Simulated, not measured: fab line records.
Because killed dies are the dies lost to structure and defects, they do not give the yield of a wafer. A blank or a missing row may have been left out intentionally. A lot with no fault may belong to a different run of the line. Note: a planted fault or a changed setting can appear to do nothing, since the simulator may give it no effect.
Which tool did it?    flow nand_harc    45 wafers sampled from 15 lots at 1 step of a route of 1302

## WHAT THE GAUGES READ, wafer by wafer
NHARC_A_BONDPAD_OVL_MEAS_35. Usual: overlay_x_nm 0 nm, standard deviation 6; overlay_y_nm -1 nm, standard deviation 5.
lot   measured      on          overlay_x_nm (nm)  overlay_y_nm (nm)  flag
L844  day 23 12:30  overlay-01  -4 -4 -4           -9 -8 -8           
L845  day 24 01:30  overlay-01  9 9 9              3 3 4              
L846  day 24 03:50  overlay-02  0 0 0              -4 -3 -3           
L847  day 24 20:10  overlay-02  3 3 2              3 4 3              
L849  day 25 17:58  overlay-02  -2 -2 -2           -4 -5 -4           
L850  day 27 10:49  overlay-02  -11 -11 -11        2 1 2              
L853  day 27 18:03  overlay-02  -4 -3 -4           13 13 13           
L855  day 28 12:30  overlay-02  -12 -13 -13        -3 -2 -3           
L857  day 29 01:33  overlay-01  8 8 8              -3 -3 -2           
L858  day 29 03:38  overlay-01  -4 -4 -4           3 3 3              
L861  day 31 00:43  overlay-02  1 2 1              2 2 3              
L862  day 32 04:28  overlay-02  2 2 2              -12 -12 -11        
L864  day 32 06:55  overlay-02  10 10 9            -1 0 0             
L865  day 33 02:42  overlay-02  -3 -2 -3           -5 -5 -5           
L866  day 33 04:30  overlay-02  12 12 11           5 4 5              

## TOOL THAT RAN EACH LOT (tool first, then ch and the chambers of the sampled wafers, then the start)
There is no process step in the record ahead of these readings.

## AS READ BY THE TOOLS THEMSELVES (means over the sampled wafers that have a number; for cases with no such wafer, the mark the record gives instead)
The record holds no such reading with a usual standard deviation.

## THE ANSWER, worked out from the rows above alone
Rule: a lot counts as off when the mean over its wafers that have a number is more than 3 standard deviations away from the usual mean. Also off: a lot with no number at a reading for which 4 or more lots have one. All remaining lots with rows at the step are treated as sound. After the gauges, taken in route order, come the tools' own readings; for these a lot's mean is taken, as printed above. The first step at which some lot is off is used, and at that step the reading that is off furthest; a lot without a number counts as furthest.
No lot is off at any reading shown: from this, nothing can be told.

## WHAT THE SIMULATOR PUT IN
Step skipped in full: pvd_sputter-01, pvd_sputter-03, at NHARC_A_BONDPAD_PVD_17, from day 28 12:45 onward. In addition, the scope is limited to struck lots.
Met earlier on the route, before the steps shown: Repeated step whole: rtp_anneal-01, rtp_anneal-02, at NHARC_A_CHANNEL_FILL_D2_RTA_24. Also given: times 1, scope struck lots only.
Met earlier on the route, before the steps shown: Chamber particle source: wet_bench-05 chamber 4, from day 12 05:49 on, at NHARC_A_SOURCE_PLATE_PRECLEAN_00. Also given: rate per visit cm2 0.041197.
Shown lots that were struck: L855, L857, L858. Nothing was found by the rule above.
